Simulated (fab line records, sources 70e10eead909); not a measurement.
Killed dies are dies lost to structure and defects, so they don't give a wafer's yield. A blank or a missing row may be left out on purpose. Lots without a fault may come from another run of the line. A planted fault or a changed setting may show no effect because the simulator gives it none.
fab line records | flow nand_harc
record lots=15 wafers=45 last_day=33
route steps=1302 shown A_BONDPAD@1216 HYBRID_BOND@1242 THIN_TSV@1256
lots that met no fault: from a run of the same line without faults
start_h: hours from the record's first day to the start of the lot's first wafer shown | wait_h: hours since the lot's step before | " the same as in the row above | L1.1+2: a row that stands for several wafers | - no value, or no start given | * or withheld: withheld | < > ~ a bound
route shown NAME@n: a module of which the file shows steps, and the number in the route of the first | usual: mean/standard deviation of fault-free wafers | same: alike in all rows | chamber/n: place in a boat | sites: the reading at each site | _std_site: their standard deviation | _edge_site: outer sites' mean less inner sites' | radius_mm: how far each site lies from the wafer's centre | mask NAME#n: copy n | behind: the tool/chamber that last shaped the wafer | hold: why the lot was held/for how many hours/how that ended | device: the transistor (n, p or np) that didn't switch | end of line: the same wafers' tests at the end of the route | a step without rows: its recipe alone | killed: dies lost to structure and defects at the first sort, not the wafer's yield | map: a wafer's dies, x killed, . not, _ none there
set.NAME: the setting as run; set.NAME@STEP: as run at that earlier step | model.NAME: the simulator's own value behind a step, which no gauge read
steps of the route over a sample of lots; a table a step, a row a wafer
services: from which hour (start_h, from the record's first day; less than 0 if before it) a tool's chamber was out of use, for how many hours, and why
## steps
# step NHARC_A_BONDPAD_OVL_MEAS_35
# usual overlay_x_nm=1/7.3 overlay_y_nm=-1/6
# columns lot.wafer tool chamber start_h wait_h overlay_x_nm overlay_y_nm
L237.2 overlay-01 - 572.16 - 16 2
L237.5 " - " " 16 1
L237.6 " - " " 16 2
L235.2 overlay-01 - 578.72 - -8 2
L235.3 " - " " -7 2
L235.6 " - " " -7 1
L239.1 overlay-02 - 583.01 - 5 -9
L239.5 " - " " 6 -9
L239.6 " - " " 6 -9
L238.2 overlay-01 - 596.89 - -7 -3
L238.3 " - " " -6 -3
L238.6 " - " " -6 -3
L242.1 overlay-01 - 613.81 - 7 2
L242.3 " - " " 6 2
L242.6 " - " " 7 2
L241.1 overlay-01 - 619.07 - 1 3
L241.3 " - " " 1 3
L241.6 " - " " 1 3
L243.1 overlay-02 - 635.92 - -5 8
L243.5 " - " " -5 9
L243.6 " - " " -5 8
L244.1 overlay-01 - 639.24 - 8 -11
L244.2 " - " " 9 -12
L244.3 " - " " 9 -12
L245.1 overlay-02 - 650.38 - 2 3
L245.4 " - " " 2 4
L245.6 " - " " 1 4
L247.1 overlay-01 - 678.83 - 0 1
L247.2 " - " " -1 1
L247.4 " - " " 0 1
L253.1 overlay-01 - 720.33 - 0 8
L253.2 " - " " 0 8
L253.5 " - " " 0 8
L251.2 overlay-01 - 722.63 - -2 1
L251.5 " - " " -1 1
L251.6 " - " " -1 1
L254.2 overlay-01 - 727.46 - -14 -1
L254.3 " - " " -14 -1
L254.5 " - " " -13 0
L256.1 overlay-02 - 767.45 - 11 -5
L256.2 " - " " 11 -5
L256.4 " - " " 11 -5
L257.2 overlay-01 - 768.18 - 0 -6
L257.4 " - " " 0 -6
L257.6 " - " " 0 -7
# step NHARC_HYBRID_BOND_OVL_MEAS_05
# usual overlay_x_nm=1/33 overlay_y_nm=-3/33
# columns lot.wafer tool chamber start_h wait_h overlay_x_nm overlay_y_nm
L237.2 overlay-02 - 586.88 0.4 -20 -16
L237.5 " - " " -1 19
L237.6 " - " " 9 2
L235.2 overlay-02 - 591.31 0.4 -4 50
L235.3 " - " " -17 -54
L235.6 " - " " 63 -33
L239.1 overlay-01 - 597.75 0.4 51 -43
L239.5 " - " " -8 23
L239.6 " - " " -28 -44
L238.2 overlay-01 - 612.03 0.4 22 6
L238.3 " - " " -28 4
L238.6 " - " " 3 -50
L242.1 overlay-01 - 626.98 0.4 48 11
L242.3 " - " " -34 -14
L242.6 " - " " -10 22
L241.1 overlay-02 - 631.34 0.4 71 -13
L241.3 " - " " 48 14
L241.6 " - " " -22 -16
L243.1 overlay-02 - 650.59 0.4 -17 -26
L243.5 " - " " -3 15
L243.6 " - " " 56 10
L244.1 overlay-01 - 650.61 0.4 -6 19
L244.2 " - " " 26 66
L244.3 " - " " -5 10
L245.1 overlay-01 - 662.57 0.4 34 -20
L245.4 " - " " 39 -1
L245.6 " - " " -8 -53
L247.1 overlay-02 - 693.57 0.4 26 31
L247.2 " - " " -36 -25
L247.4 " - " " -15 -30
L253.1 overlay-02 - 732.56 0.4 45 -28
L253.2 " - " " 27 -20
L253.5 " - " " -4 8
L251.2 overlay-01 - 732.56 0.4 33 -31
L251.5 " - " " -62 -11
L251.6 " - " " -23 -59
L254.2 overlay-01 - 738.17 0.4 33 43
L254.3 " - " " -27 -39
L254.5 " - " " 32 17
L256.1 overlay-01 - 779.43 0.4 11 82
L256.2 " - " " -29 33
L256.4 " - " " -11 -5
L257.2 overlay-02 - 779.43 0.4 -42 3
L257.4 " - " " -47 60
L257.6 " - " " 20 -17
# step NHARC_THIN_TSV_EXPOSE_09
# recipe na=0.55 dose_mj=30.7 mask_id=TSV
# usual exposure_dose_mJ_cm2=30.65/0.031 focus_offset_nm=0.0/0.51
# columns lot.wafer tool chamber start_h wait_h mask exposure_dose_mJ_cm2 focus_offset_nm
L237.2 krf_scanner-02 0 589.33 - TSV#0 30.68 0.0
L237.5 " 0 " " TSV#0 30.62 -0.6
L237.6 " 0 " " TSV#0 30.70 0.4
L235.2 krf_scanner-01 0 593.93 - TSV#0 30.61 0.0
L235.3 " 0 " " TSV#0 30.66 -0.5
L235.6 " 0 " " TSV#0 30.66 -1.2
L239.1 krf_scanner-02 0 600.36 - TSV#0 30.67 0.9
L239.5 " 0 " " TSV#0 30.65 0.8
L239.6 " 0 " " TSV#0 30.65 0.4
L238.2 krf_scanner-03 0 615.81 - TSV#0 30.67 -0.2
L238.3 " 0 " " TSV#0 30.72 -0.5
L238.6 " 0 " " TSV#0 30.71 -1.2
L242.1 krf_scanner-01 0 629.58 - TSV#0 30.63 0.5
L242.3 " 0 " " TSV#0 30.64 1.0
L242.6 " 0 " " TSV#0 30.66 -0.1
L241.1 krf_scanner-01 0 633.94 - TSV#0 30.63 -0.3
L241.3 " 0 " " TSV#0 30.60 -0.1
L241.6 " 0 " " TSV#0 30.63 0.2
L243.1 krf_scanner-02 - 653.21 - TSV#0 - -
L243.5 " - " " TSV#0 - -
L243.6 " - " " TSV#0 - -
L244.1 krf_scanner-02 - 654.24 - TSV#0 - -
L244.2 " - " " TSV#0 - -
L244.3 " - " " TSV#0 - -
L245.1 krf_scanner-01 - 665.17 - TSV#0 - -
L245.4 " - " " TSV#0 - -
L245.6 " - " " TSV#0 - -
L247.1 krf_scanner-03 0 696.04 - TSV#0 30.67 -0.3
L247.2 " 0 " " TSV#0 30.69 -0.3
L247.4 " 0 " " TSV#0 30.68 0.1
L253.1 krf_scanner-01 0 735.07 - TSV#0 30.62 -0.1
L253.2 " 0 " " TSV#0 30.61 0.3
L253.5 " 0 " " TSV#0 30.60 0.4
L251.2 krf_scanner-01 0 736.36 - TSV#0 30.61 0.1
L251.5 " 0 " " TSV#0 30.60 0.5
L251.6 " 0 " " TSV#0 30.61 -0.3
L254.2 krf_scanner-01 0 747.74 - TSV#0 30.65 0.5
L254.3 " 0 " " TSV#0 30.67 -0.1
L254.5 " 0 " " TSV#0 30.66 0.8
L257.2 krf_scanner-01 0 782.04 - TSV#0 30.62 0.2
L257.4 " 0 " " TSV#0 30.66 -0.4
L257.6 " 0 " " TSV#0 30.64 0.3
L256.1 krf_scanner-03 0 783.25 - TSV#0 30.68 -0.2
L256.2 " 0 " " TSV#0 30.70 -0.1
L256.4 " 0 " " TSV#0 30.66 0.1
# step NHARC_THIN_TSV_ETCH_15
# recipe target_depth_a=30000 bosch_target_overetch_cycles=2 bosch_etch_step_s=2.8 bosch_dep_step_s=1.2 bosch_cycles=14
# usual drypump_motor_current_A=5.7/0.49
# columns lot.wafer tool chamber start_h wait_h drypump_motor_current_A rf_hours_counter_h
L237.2 rie_si-02 1 590.32 - 5.8 0.8
L237.5 " 3 " " 5.7 -
L237.6 " 0 " " 5.9 -
L235.3 rie_si-03 1 594.90 - 6.6 0.1
L235.2 " 0 " " 5.8 0.1
L235.6 " 2 " " 5.8 -
L239.1 rie_si-06 3 601.35 - 5.7 0.9
L239.5 " 2 " " 5.5 -
L239.6 " 3 " " 5.7 -
L238.3 rie_si-06 0 616.79 - 5.1 0.1
L238.2 " 2 " " 5.5 0.0
L238.6 " 3 " " 5.7 -
L242.1 rie_si-03 2 630.56 - 5.8 0.3
L242.3 " 3 " " 4.7 0.4
L242.6 " 1 " " 6.6 -
L241.1 rie_si-06 3 634.91 - 5.7 0.2
L241.3 " 2 " " 5.5 0.1
L241.6 " 0 " " 5.1 -
L243.1 rie_si-02 3 654.23 - 5.7 0.1
L243.5 " 0 " " 5.9 -
L243.6 " 1 " " 5.8 -
L244.1 rie_si-06 1 655.22 - 6.2 0.3
L244.3 " 3 " " 5.8 0.3
L244.2 " 0 " " 5.0 0.3
L245.4 rie_si-02 3 666.14 - 5.8 0.2
L245.1 " 2 " " 5.1 0.2
L245.6 " 0 " " 5.9 -
L247.2 rie_si-03 0 697.01 - 5.8 0.8
L247.4 " 2 " " 5.8 0.8
L247.1 " 3 " " 4.7 0.8
L253.2 rie_si-02 3 736.07 - 5.8 0.7
L253.1 " 0 " " 5.9 0.6
L253.5 " 1 " " 5.8 -
L251.2 rie_si-06 2 737.34 - 5.5 0.7
L251.5 " 2 " " 5.5 -
L251.6 " 3 " " 5.8 -
L254.2 rie_si-06 2 748.70 - 5.5 0.8
L254.3 " 0 " " 5.1 0.9
L254.5 " 2 " " 5.5 -
L257.2 rie_si-03 2 783.01 - 5.7 0.1
L257.4 " 0 " " 5.8 0.2
L257.6 " 1 " " 6.6 -
L256.2 rie_si-03 0 784.25 - 5.8 0.2
L256.1 " 1 " " 6.5 0.2
L256.4 " 2 " " 5.7 0.1
## services
# columns tool chamber start_h hours kind
krf_scanner-03 - 568.00 4.0 pm
rie_si-03 - 575.00 9.0 pm
rie_si-06 3 590.58 8.0 repair
rie_si-06 - 603.00 9.0 pm
krf_scanner-02 - 616.12 4.0 pm
krf_scanner-01 - 622.08 0.2 repair
rie_si-02 - 631.00 9.0 pm
krf_scanner-02 - 638.86 2.3 repair
krf_scanner-03 - 640.05 1.4 repair
rie_si-06 1 645.91 5.6 repair
rie_si-02 - 652.55 0.8 repair
krf_scanner-01 - 656.00 4.0 pm
krf_scanner-02 - 675.37 16.0 repair
rie_si-06 1 704.15 2.6 repair
rie_si-06 1 711.95 12.6 repair
rie_si-06 3 714.15 6.8 repair
rie_si-03 2 719.09 5.4 repair
krf_scanner-03 - 740.00 4.0 pm
rie_si-03 1 747.89 9.0 repair
rie_si-03 - 752.00 9.0 pm
rie_si-06 0 756.92 8.6 repair
krf_scanner-02 - 761.13 1.7 repair
rie_si-06 - 780.00 9.0 pm
krf_scanner-02 - 781.67 4.5 repair
## key
first_sign step=NHARC_THIN_TSV_EXPOSE_09 reading=tool_record direction=missing
effect none on later readings
met_at NHARC_THIN_TSV_EXPOSE_09
struck_lots L243,L244,L245
later_rows_left_out L243.1,L243.5,L243.6,L244.1,L244.2,L244.3,L245.1,L245.4,L245.6
sort_left_out L243.1,L243.5,L243.6,L244.1,L244.2,L244.3,L245.1,L245.4,L245.6
not_acting_at NHARC_A_BONDPAD_OVL_MEAS_35,NHARC_HYBRID_BOND_OVL_MEAS_05,NHARC_THIN_TSV_ETCH_15
onset_between 633.94 653.21
fault kind=skipped_step_whole tool=krf_scanner-01,krf_scanner-02 chamber=- onset_h=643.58 steps=NHARC_THIN_TSV_EXPOSE_09 scope=struck_lots_only
# sort_left_out: the simulated sort isn't trusted on such a fault, so these wafers' sort isn't shown, and their yield isn't known
# later_rows_left_out: the simulator's readings of these wafers behind a module that went badly wrong aren't trusted and aren't shown, but for the sort
